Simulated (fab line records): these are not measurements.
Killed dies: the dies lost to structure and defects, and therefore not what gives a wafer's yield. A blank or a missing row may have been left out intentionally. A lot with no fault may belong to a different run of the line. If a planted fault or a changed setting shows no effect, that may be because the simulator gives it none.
The same fault as seen by 2 desks + flow n5-finfet + every desk sees just its own numbers, and what lay behind them comes last

== AT THE METROLOGY DESK ==
Means of the sampled wafers that have a number, per lot and without regard to the tool the lot ran on: this is what the gauges read. If a lot's mean is further than 4 standard deviations from the usual mean, the lot is out of limits and carries the mark OUT (the distance appears in the brackets). Readings shown: 7 of its 11, picked as those furthest out on some lot.
Columns: A = DIBL_N at N5_BEOL_M4_RC_MEAS_101, usual 36.1 mV/V; B = DIBL_P at N5_BEOL_M4_RC_MEAS_101, usual 36 mV/V; C = ION_N at N5_BEOL_M4_RC_MEAS_101, usual 674 uA/um; D = ION_P at N5_BEOL_M4_RC_MEAS_101, usual 462 uA/um; E = SS_N at N5_BEOL_M4_RC_MEAS_101, usual 71.6 mV/dec; F = VT_N at N5_BEOL_M4_RC_MEAS_101, usual 249 mV; G = VT_P at N5_BEOL_M4_RC_MEAS_101, usual -250 mV
| lot  | first seen here | A    | B  | C   | D   | E    | F   | G    |
|------|-----------------|------|----|-----|-----|------|-----|------|
| L780 | day 8 19:26     | 34.9 | 35 | 673 | 460 | 71.1 | 249 | -251 |
| L782 | day 9 09:31     | 34.4 | 34 | 668 | 451 | 70.7 | 249 | -254 |
| L784 | day 9 09:52     | 35.2 | 34 | 655 | 446 | 71.2 | 253 | -256 |
| L785 | day 9 18:48     | 30.8 | 30 | 652 | 452 | 69.9 | 256 | -254 |
| L789 | day 10 15:26    | 34.3 | 33 | 660 | 453 | 71.5 | 252 | -253 |
| L790 | day 10 16:28    | 38.5 | 36 | 690 | 469 | 71.5 | 245 | -246 |
| L792 | day 11 02:08    | 35.0 | 34 | 662 | 455 | 70.9 | 251 | -254 |
| L793 | day 11 04:14    | 34.9 | 37 | 675 | 463 | 72.1 | 252 | -255 |
| L798 | day 12 00:01    | 37.1 | 35 | 679 | 461 | 71.2 | 248 | -250 |
Finding of this desk: none of the 9 lots has anything out of limits.

== DESK OF THE TOOL OWNER: litho-track-04 ==
The tool's own readings at N5_BEOL_M2_COAT_68 (time 60 s, resist thk 12 nm): means of the sampled wafers that have a number, for each lot that ran on this tool. If a lot's mean is further than 4 standard deviations from the usual mean, the lot is out of limits and carries the mark OUT (the distance appears in the brackets).
Columns: A = spin-speed-rpm at N5_BEOL_M2_COAT_68, usual 1500.1 rpm
| lot  | first seen here | A                |
|------|-----------------|------------------|
| L780 | day 8 23:12     | 1499.5           |
| L782 | day 9 13:21     | 1499.5           |
| L789 | day 10 16:40    | 1591.3 (+95) OUT |
| L792 | day 11 05:20    | 1590.6 (+94) OUT |
This desk finds L789, L792 out of limits, L789 being first, at day 10 16:40 (spin-speed-rpm at N5_BEOL_M2_COAT_68). L780, L782 stayed within limits.

== PUT TOGETHER ==
The tool owner's desk could have raised an alarm at day 10 16:40, on L789, L792.
Nothing out of limits was seen by the metrology desk.
The metrology desk has L789, L792 on record, within its limits.
On litho-track-04, each named lot ran N5_BEOL_M2_COAT_68.

== WHAT WAS PUT IN BY THE SIMULATOR ==
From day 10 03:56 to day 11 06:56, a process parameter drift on litho-track-04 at N5_BEOL_M2_COAT_68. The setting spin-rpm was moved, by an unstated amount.
Lots struck among those shown: L789, L792.
Delay in hours, fault start to first out-of-limits reading, by desk: the tool owner's desk at 13.
